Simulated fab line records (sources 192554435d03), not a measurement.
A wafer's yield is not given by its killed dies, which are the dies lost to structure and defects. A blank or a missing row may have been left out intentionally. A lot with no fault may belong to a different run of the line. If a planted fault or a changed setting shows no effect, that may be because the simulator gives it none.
Chamber matching ; flow n5-finfet ; N5_SPACER0_ALD_00 on ald-sin-02 has 4 sister chambers
The step deposits SiOCN, target thk 3.5 nm, pulse time 3 s, purge time 2 s. 4 wafers are shown with their chamber, then 8 later ones without.

WAFERS PAIRED WITH THEIR CHAMBERS
wafer;chamber;heater-power-w (W)
L718.2;0;672
L718.5;1;754
L717.1;2;718
L717.2;3;819

WAFERS MISSING THEIR CHAMBER
wafer;heater-power-w (W)
L717.6;803
L723.2;683
L723.3;772
L723.4;825
L729.2;725
L729.5;820
L734.1;756
L734.5;819

WHICH CHAMBER EACH ONE RAN IN
wafer;from the rows above;in truth
L717.6;3;3
L723.2;0;0
L723.3;1;1
L723.4;3;3
L729.2;2;2
L729.5;3;3
L734.1;1;1
L734.5;3;3
Placed correctly: 8 of 8. Not placeable from these rows: 0. Number placed wrongly: 0.
How it was worked out, from the rows above alone: a wafer's distance from a chamber is the root of the sum, over the readings, of the square of ((its reading less the chamber's mean) divided by the reading's scatter). If the next closest chamber is less than 2 further off than the closest, the wafer can't be placed; otherwise it belongs to the closest. The mean given for a chamber averages the wafers shown for that chamber. The scatter: with one shown wafer a chamber, the root of the mean of the squares of how far each hidden wafer lies from its nearest shown one.
